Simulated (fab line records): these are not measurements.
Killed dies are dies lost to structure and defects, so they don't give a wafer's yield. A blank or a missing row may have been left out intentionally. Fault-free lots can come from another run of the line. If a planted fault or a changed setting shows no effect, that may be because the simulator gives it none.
fab line records	flow n5-finfet
[record] lots = 11	wafers = 32	last-day = 18
route steps=1938 shown BEOL_M5@1180 BEOL_M6@1196 PASSIVATION@1936
lots untouched by any fault: they come from a run of this same line in which no faults occurred
start-h: hours from the record's opening day to when the first of the lot's shown wafers began	wait-h: hours since the lot's step before	" repeats the value in the row above	L1.1+2: one row covering several wafers at once	- either no value or no given start	* or withheld: withheld	< > ~ a bound
route shown NAME@n: names a module that has steps shown in the file, with the first one's number in the route	usual: mean/standard deviation of fault-free wafers	same: alike in all rows	chamber/n: place in a boat	sites: the reading at each site	_std_site: the values' standard deviation	_edge_site: the outer-site mean with the inner-site mean subtracted	radius-mm: how far each site lies from the wafer's centre	mask NAME#n: copy n	behind: the most recent tool/chamber to have shaped the wafer	hold: the reason the lot was held/the length of the hold in hours/how it ended	device: names the non-switching transistor (n, p or np)	end of line: tests of these same wafers at the route's end	a step given without rows: its recipe and nothing more	killed: count of dies lost to structure and defects at first sort (not the wafer's yield)	map: shows each die of a wafer: x if killed, . if not, _ if none is there
set.NAME: the setting that was run; set.NAME@STEP: the one run at that earlier step	model.NAME: the simulator's own value behind a step, which no gauge read
a sample of lots followed through the steps of the route, with each step as a table and each wafer as a row
services: the hour from which a tool's chamber was out of use, counted from the record's first day as start-h (under 0 if before that day), plus the number of hours and why
[[steps]]
[step N5_BEOL_M5_ANNEAL_84]
[recipe] temp-c = 400	time-s = 1800	ambient = vacuum
[usual] heater-power-w = 825/110
lot.wafer	tool	chamber	start-h	wait-h	heater-power-w
L135.3	pvd-sputter-01	-	191.84	0.0	858
L135.4	"	-	"	"	803
L135.5	"	-	"	"	849
L136.2	pvd-sputter-03	-	193.94	0.0	791
L136.3	"	-	"	"	724
L136.6	"	-	"	"	801
L139.1	pvd-sputter-03	-	223.21	0.0	737
L139.4	"	-	"	"	812
L139.5	"	-	"	"	810
L140.1	pvd-sputter-01	-	223.67	0.0	817
L140.3	"	-	"	"	744
L140.5	"	-	"	"	870
L141.1	pvd-sputter-02	-	229.74	0.0	1040
L141.2	"	-	"	"	1066
L141.3	"	-	"	"	846
L145.1	pvd-sputter-01	-	254.06	0.0	814
L145.4	"	-	"	"	836
L145.5	"	-	"	"	841
L149.2	pvd-sputter-03	-	280.16	0.0	788
L149.4	"	-	"	"	788
L149.6	"	-	"	"	727
L150.1	pvd-sputter-03	-	286.17	0.0	806
L150.3	"	-	"	"	808
L150.6	"	-	"	"	731
L152.1	pvd-sputter-02	-	287.43	0.0	611
L152.2	"	-	"	"	1067
L152.5	"	-	"	"	1045
L154.1	pvd-sputter-01	-	327.82	0.0	839
L154.3	"	-	"	"	737
L156.2	pvd-sputter-01	-	345.25	0.0	820
L156.4	"	-	"	"	852
L156.6	"	-	"	"	848
[step N5_BEOL_M5_ANNEAL_89]
[recipe] temp-c = 400	time-s = 1800	ambient = vacuum
[usual] heater-power-w = 823/110
lot.wafer	tool	chamber	start-h	wait-h	heater-power-w
L135.3	pvd-sputter-01	-	192.93	0.0	879
L135.4	"	-	"	"	798
L135.5	"	-	"	"	848
L136.2	pvd-sputter-03	-	195.03	0.0	766
L136.3	"	-	"	"	722
L136.6	"	-	"	"	788
L139.1	pvd-sputter-03	-	224.30	0.0	720
L139.4	"	-	"	"	804
L139.5	"	-	"	"	775
L140.1	pvd-sputter-01	-	224.76	0.0	825
L140.3	"	-	"	"	731
L140.5	"	-	"	"	865
L141.1	pvd-sputter-02	-	230.83	0.0	1042
L141.2	"	-	"	"	1047
L141.3	"	-	"	"	854
L145.1	pvd-sputter-01	-	255.14	0.0	802
L145.4	"	-	"	"	843
L145.5	"	-	"	"	794
L149.2	pvd-sputter-03	-	282.83	0.0	814
L149.4	"	-	"	"	792
L149.6	"	-	"	"	728
L150.1	pvd-sputter-03	-	287.26	0.0	811
L150.3	"	-	"	"	806
L150.6	"	-	"	"	724
L152.1	pvd-sputter-02	-	288.52	0.0	623
L152.2	"	-	"	"	1027
L152.5	"	-	"	"	1019
L154.1	pvd-sputter-01	-	328.91	0.0	862
L154.3	"	-	"	"	719
L156.2	pvd-sputter-01	-	346.33	0.0	820
L156.4	"	-	"	"	859
L156.6	"	-	"	"	877
[step N5_BEOL_M6_THK_MEAS_01]
[recipe] reads = SiCOH_lowk_of_BEOL_M6_ILD_DEP_00
[usual] M6_ILD_THK = 155.0/1.9
lot.wafer	tool	chamber	start-h	wait-h	M6_ILD_THK[nm]
L135.3	film-metro-02	-	195.82	0.5	154.0
L135.4	"	-	"	"	154.9
L135.5	"	-	"	"	156.1
L136.2	film-metro-02	-	197.73	0.4	154.1
L136.3	"	-	"	"	155.7
L136.6	"	-	"	"	156.1
L140.1	film-metro-02	-	227.71	0.4	152.3
L140.3	"	-	"	"	153.1
L140.5	"	-	"	"	154.1
L139.1	film-metro-02	-	227.81	0.4	154.0
L139.4	"	-	"	"	156.2
L139.5	"	-	"	"	156.5
L141.1	film-metro-01	-	233.53	0.4	153.5
L141.2	"	-	"	"	151.8
L141.3	"	-	"	"	153.7
L145.1	film-metro-01	-	257.85	0.4	153.1
L145.4	"	-	"	"	157.8
L145.5	"	-	"	"	154.1
L149.2	film-metro-02	-	285.66	0.4	155.4
L149.4	"	-	"	"	158.5
L149.6	"	-	"	"	160.1
L150.1	film-metro-01	-	289.98	0.4	156.5
L150.3	"	-	"	"	154.2
L150.6	"	-	"	"	156.3
L152.1	film-metro-01	-	291.24	0.4	155.0
L152.2	"	-	"	"	152.1
L152.5	"	-	"	"	157.6
L154.1	film-metro-02	-	332.20	0.4	155.0
L154.3	"	-	"	"	153.7
L156.2	film-metro-01	-	349.07	0.4	151.8
L156.4	"	-	"	"	153.9
L156.6	"	-	"	"	155.4
[step N5_BEOL_M6_PECVD_70]
[recipe] material = SiO2	target-thk-a = 200	temp-c = 400	precursor = TEOS/O2	pressure-torr = 5.5	rf-w = 450	teos-flow-sccm = 53.8	gas = O2	flow-sccm = 3000	time-s = 22.7
[usual] heater-power-w = 682/69	showerhead-plenum-p-Torr = 8.77/0.053	throttle-valve-pct = 22.6/1.2
lot.wafer	tool	chamber	start-h	wait-h	heater-power-w	showerhead-plenum-p-Torr	throttle-valve-pct
L135.3	pecvd-02	0	195.86	0.0	614	8.73	23.4
L135.4	"	0	"	"	611	8.73	23.4
L135.5	"	2	"	"	765	8.70	21.2
L136.2	pecvd-03	1	197.77	0.0	648	8.70	24.2
L136.3	"	2	"	"	809	8.79	20.6
L136.6	"	2	"	"	793	8.79	20.8
L140.1	pecvd-03	2	227.76	0.0	733	8.79	20.6
L140.3	"	0	"	"	699	8.78	23.4
L140.5	"	0	"	"	677	8.83	23.5
L139.1	pecvd-02	2	227.85	0.0	767	8.73	21.6
L139.4	"	0	"	"	654	8.71	22.9
L139.5	"	1	"	"	704	8.79	21.9
L139.1	pecvd-02	2	228.11	0.2	743	8.71	21.6
L139.4	"	0	"	"	657	8.74	22.7
L139.5	"	1	"	"	690	8.77	21.7
L141.1	pecvd-02	0	233.57	0.0	673	8.71	23.1
L141.2	"	1	"	"	696	8.78	21.7
L141.3	"	2	"	"	739	8.69	21.6
L141.1	pecvd-02	0	233.81	0.2	683	8.73	23.1
L141.2	"	1	"	"	680	8.77	21.6
L141.3	"	2	"	"	745	8.71	21.8
L145.1	pecvd-04	0	257.88	0.0	703	8.91	23.3
L145.4	"	1	"	"	611	8.81	22.4
L145.5	"	0	"	"	700	8.87	23.3
L145.1	pecvd-04	0	258.12	0.2	718	8.87	23.4
L145.4	"	1	"	"	611	8.83	22.6
L145.5	"	0	"	"	730	8.88	23.4
L149.2	pecvd-04	1	285.69	0.0	634	8.81	22.5
L149.4	"	1	"	"	612	8.79	22.5
L149.6	"	0	"	"	757	8.90	23.2
L150.1	pecvd-04	0	290.01	0.0	697	8.89	23.6
L150.3	"	1	"	"	710	8.83	22.6
L150.6	"	2	"	"	574	8.71	21.4
L152.1	pecvd-03	1	291.27	0.0	663	8.73	24.0
L152.2	"	0	"	"	651	8.79	23.8
L152.5	"	0	"	"	682	8.80	23.6
L154.1	pecvd-03	1	332.23	0.0	640	8.72	23.9
L154.3	"	2	"	"	742	8.78	20.9
L156.2	pecvd-03	2	349.10	0.0	702	8.79	21.2
L156.4	"	0	"	"	773	8.78	23.8
L156.6	"	1	"	"	594	8.73	23.7
[step N5_BEOL_M6_CMP_52]
[recipe] stop-on = SiCOH_lowk	t-overpolish-s = 6.9	down-force-psi = 1	platen-rpm = 50	clearing-platen-down-force-psi = 1.5	clearing-platen-rpm = 50	post-cmp-clean = cu-alkaline	target-thk-nm = 80	clearing-platen-pad-velocity-m-s = 0.99484	pad-velocity-m-s = 0.99484
[usual] barrier-field-endpoint-s = 29.0/0.76	clearing-platen-rpm = 50.002/0.027	motor-current-A = 5.8/0.57	overpolish-run-s = 6.900/0.0092	time-to-endpoint-s = 63/3.3
lot.wafer	tool	chamber	start-h	wait-h	barrier-field-endpoint-s	clearing-platen-rpm	motor-current-A	overpolish-run-s	time-to-endpoint-s
L135.3	cmp-02	2	205.01	0.2	28.4	50.058	6.1	6.898	59
L135.4	"	0	"	"	28.6	50.005	5.4	6.903	62
L135.5	"	2	"	"	30.0	50.044	6.0	6.907	62
L136.2	cmp-03	3	205.10	0.2	29.3	49.930	6.2	6.897	66
L136.3	"	2	"	"	28.7	49.999	5.8	6.914	62
L136.6	"	3	"	"	29.0	49.969	6.0	6.900	65
L140.1	cmp-01	3	233.60	0.3	29.6	49.959	6.5	6.890	67
L140.3	"	0	"	"	28.9	49.993	5.0	6.887	64
L140.5	"	0	"	"	29.6	49.967	5.0	6.897	64
L139.1	cmp-03	0	234.64	0.3	46.9	50.010	6.1	0.039	72
L139.4	"	2	"	"	46.9	50.037	6.1	0.046	66
L139.5	"	3	"	"	46.9	49.969	6.0	0.043	66
L141.1	cmp-02	0	240.35	0.3	46.9	49.987	5.8	0.029	64
L141.3	"	2	"	"	46.9	49.964	5.9	0.050	62
L141.2	"	3	"	"	46.9	50.027	6.0	0.040	61
L145.4	cmp-01	3	263.99	0.1	46.9	50.026	6.6	0.038	69
L145.1	"	0	"	"	46.9	50.018	4.9	0.043	64
L145.5	"	0	"	"	46.9	50.014	4.6	0.053	60
L149.4	cmp-01	3	293.69	0.1	29.0	50.016	6.5	6.906	64
L149.2	"	0	"	"	28.4	50.034	4.8	6.902	63
L149.6	"	0	"	"	28.3	50.039	4.7	6.903	60
L150.1	cmp-03	2	296.17	0.3	27.8	49.998	6.0	6.909	59
L150.3	"	3	"	"	29.9	50.041	5.5	6.901	67
L150.6	"	1	"	"	30.6	49.945	6.4	6.907	67
L152.2	cmp-01	2	298.07	0.5	28.9	50.051	6.0	6.895	67
L152.1	"	0	"	"	28.2	50.009	4.9	6.894	63
L152.5	"	1	"	"	28.8	50.020	5.0	6.892	64
L154.1	cmp-03	0	341.84	0.3	31.2	49.980	5.9	6.896	68
L154.3	"	1	"	"	29.6	50.006	6.5	6.893	63
L156.4	cmp-03	3	356.93	0.1	29.4	49.981	6.3	6.892	62
L156.2	"	2	"	"	28.6	50.028	5.7	6.898	60
L156.6	"	3	"	"	29.7	49.973	5.7	6.884	63
[step N5_PASSIVATION_PROBE_49]
[usual] defect-limited-yield = 91.4/1.5	killed_at_M0_to_M3 = 35/11	killed_at_M4_up = 16/7	killed-at-contacts = 11/5.3	killed-at-front-end = 37/11	killed-at-other = 3.1/2.8	killed-dies = 102/18	killed-open = 69/15	killed-short = 31/7.8	sort_bin_5_function = 5.1/1.1	sort_bin_6_memory = 3.2/0.69	sort-n-pass = 1078/18	sort-yield-pct = 91.4/1.5
[same] gross-dies = 1180	killed-at-back-side = 0	sort_bin_4_leakage[%] = 0	sort_bin_8_speed[%] = 0
lot.wafer	tool	chamber	start-h	wait-h	defect-limited-yield[%]	killed_at_M0_to_M3	killed_at_M4_up	killed-at-contacts	killed-at-front-end	killed-at-other	killed-dies	killed-open	killed-short	sort_bin_5_function[%]	sort_bin_6_memory[%]	sort-n-pass	sort-yield-pct[%]
L141.1	prober-01	-	330.00	0.0	91.7	28	14	24	24	8	98	74	20	4.7	3.5	1082	91.7
L145.4	prober-02	-	352.79	0.2	91.9	29	11	13	41	2	96	51	36	4.3	3.3	1084	91.9
// killed by level:class
L141.1 MOL_CONTACT_COAG:geometric-particle:open=18 BEOL_M2:geometric-particle:open=14 BEOL_M4:geometric-particle:open=12 BEOL_M3:geometric-particle:open=7 MOL_CONTACT_COAG:geometric-particle:short=6 FIN_SAQP:geometric-particle:open=5 STI_FIN_REVEAL:geometric-particle:open=4 STARTING-WAFER:geometric-particle:open=4
L145.4 BEOL_M3:geometric-particle:open=11 DUMMY_GATE:geometric-particle:open=9 MOL_CONTACT_COAG:geometric-particle:open=8 STI_FIN_REVEAL:geometric-particle:open=7 STARTING-WAFER:geometric-particle:short=7 BEOL_M0_SAQP:geometric-particle:short=6 DUMMY_GATE:geometric-particle:short=4 BEOL_M4:geometric-particle:open=4
[[services]]
tool	chamber	start-h	hours	kind
cmp-03	-	181.91	3.1	repair
pecvd-02	2	202.45	4.4	repair
pecvd-04	0	208.94	1.9	repair
pecvd-02	2	210.16	5.3	repair
pecvd-04	1	216.87	14.9	repair
cmp-01	-	217.11	4.0	pm
pecvd-04	-	222.72	0.5	repair
cmp-03	-	227.02	1.6	repair
cmp-02	-	231.24	1.0	repair
pecvd-03	1	236.93	4.2	repair
cmp-02	-	263.74	0.5	repair
pecvd-04	-	270.16	2.9	repair
cmp-01	-	278.69	4.5	pm
cmp-02	-	281.88	4.0	pm
pecvd-04	2	282.31	4.7	repair
pecvd-04	-	290.23	1.7	repair
cmp-02	-	297.47	12.5	pm
cmp-03	-	297.55	4.0	pm
pvd-sputter-03	-	313.96	11.4	repair
cmp-03	-	316.37	1.2	repair
pvd-sputter-01	-	331.34	3.0	repair
cmp-03	-	333.87	1.7	repair
pvd-sputter-01	-	337.39	1.7	repair
cmp-03	-	346.48	0.3	repair
[[key]]
[first-sign] step = N5_BEOL_M6_PECVD_70	reading = visit	direction = added
[effect] step = N5_BEOL_M6_CMP_52	reading = overpolish-run-s	direction = down	sigmas = 99+	usual = 6.900	struck = 0.042
met-at N5_BEOL_M6_PECVD_70
struck-lots L139,L141,L145
not-acting-at N5_BEOL_M5_ANNEAL_84,N5_BEOL_M5_ANNEAL_89,N5_BEOL_M6_THK_MEAS_01
[fault] kind = repeated-step-whole	tool = pecvd-02,pecvd-03,pecvd-04	chamber = -	onset-h = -	steps = N5_BEOL_M6_PECVD_70	times = 1	scope = struck-lots-only
